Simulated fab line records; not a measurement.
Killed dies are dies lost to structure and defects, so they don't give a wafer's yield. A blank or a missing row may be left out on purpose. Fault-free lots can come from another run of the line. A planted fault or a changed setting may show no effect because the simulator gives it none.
A struck lot beside a sound one -- flow nand harc -- 17 steps out of a route of 1302
Sound: the wafers L746.2, L746.3, L746.5. Struck: wafer L763.4 (left out: L763.1, L763.2 of the same lot, which were not struck); the cause appears at the end.
Each step with rows lists, per side, the tool, then ch with its chambers, then its first start. Under that, the readings that differ: sound wafers -- struck wafers -- difference of the means -- sigmas: that difference in standard deviations of wafers without a fault.
alike: same words and numbers on both sides, and readings whose means sit less than 2 such deviations apart. not compared: any withheld reading, any reading some wafer has no value for, any bound like >300 that may hide the same value, and any number with overlapping values for which the record gives no deviation.
The two part at a step that has a row with sigmas, a row that says differs or no value, or rows on one side only. When numbers do not overlap yet have no deviation, they are printed without sigmas and do not part them. A reading missing from all wafers of one side parts the sides only when that side holds two or more wafers.

NHARC_A_M1_INSPECT_11:
  sound: defect inspect-01 at day 23 12:04; struck: defect inspect-01 at day 29 05:55
  alike: raw defect count
NHARC_A_M1_DESCUM_14: chemistry O2, time 3 s.
  sound on rie diel-11 ch 0,2,3, day 23 12:09; struck on rie diel-08 ch 2, day 29 05:58
  alike: drypump motor current A, mfc ar sccm, o2 flow sccm, oes product au, rf vpp V, showerhead plenum p Torr, throttle valve pct
  not compared: rf hours counter h
then, 1 step without rows for these wafers: NHARC_A_M1_ETCH_35 (etches the open film in N2/H2, target depth 40 nm, overetch 12 nm, time 43.94 s).
NHARC_A_M1_ETCH_15: etches the open film in C4F8/Ar, target depth 182.5 nm, time 91.2 s.
  sound: rie diel-11 ch 2,3; struck: rie diel-08 ch 1
  alike: oes product au, rf vpp V
  not compared: rf hours counter h
NHARC_A_M1_CD_MEAS_16:
  sound: cd sem-03 at day 23 12:26; struck: cd sem-01 at day 29 06:17
  alike: cd nm
then, 1 step without rows for these wafers: NHARC_A_M1_STRIP_18 (strips in N2/H2).
NHARC_A_M1_ETCH_28: etches the open film in CF4/N2, target depth 30 nm, time 72.99 s.
  sound: rie diel-05 ch 2,3; struck: rie diel-05 ch 0
  alike: drypump motor current A, mfc ar sccm, oes product au, rf vpp V, showerhead plenum p Torr, throttle valve pct
  not compared: rf hours counter h
then, 2 steps without rows for these wafers: NHARC_A_M1_STRIP_19 (strips in post etch residue remover, time 600 s); NHARC_A_M1_DEGAS_29 (time 60 s).
NHARC_A_M1_PRE_CLEAN_30: time 30 s.
  sound on pvd sputter-02; struck on pvd sputter-03
  alike: heater power w
then, 1 step without rows for these wafers: NHARC_A_M1_PVD_20 (deposits TaN, target thk 5 nm, time 8.06 s).
NHARC_A_M1_PVD_21: deposits Cu, target thk 30 nm, time 20.49 s.
  sound on pvd sputter-02; struck on pvd sputter-03
  alike: substrate temp c, throttle valve pct
NHARC_A_M1_ECD_22: material Cu, target thk 400 nm.
  sound on ecd cu-02 ch 0,1, day 23 13:34; struck on ecd cu-02 ch 0,1, day 29 07:21
then, 1 step without rows for these wafers: NHARC_A_M1_ANNEAL_31 (time 90 s).
NHARC_A_M1_CMP_23: polishes, t overpolish 20 s, target thk 154.34 nm.
  sound on cmp-01 ch 0,3, day 23 14:19; struck on cmp-04 ch 0, day 29 08:04
reading,sound,struck,difference,sigmas
time to endpoint s (s),29 24 30,13,-15,-5
  alike: motor current A
NHARC_A_M1_THK_MEAS_24: measures by xrf.
  sound: film metro-02 at day 23 14:38; struck: film metro-01 at day 29 08:23
  alike: thk nm
then, 1 step without rows for these wafers: NHARC_END_SORT_01.

== WHERE THEY PART ==
Only at NHARC_A_M1_CMP_23, within this record. Later steps at which nothing parts them and some readings are alike: NHARC_A_M1_THK_MEAS_24.

WHY: the cause the simulator had injected
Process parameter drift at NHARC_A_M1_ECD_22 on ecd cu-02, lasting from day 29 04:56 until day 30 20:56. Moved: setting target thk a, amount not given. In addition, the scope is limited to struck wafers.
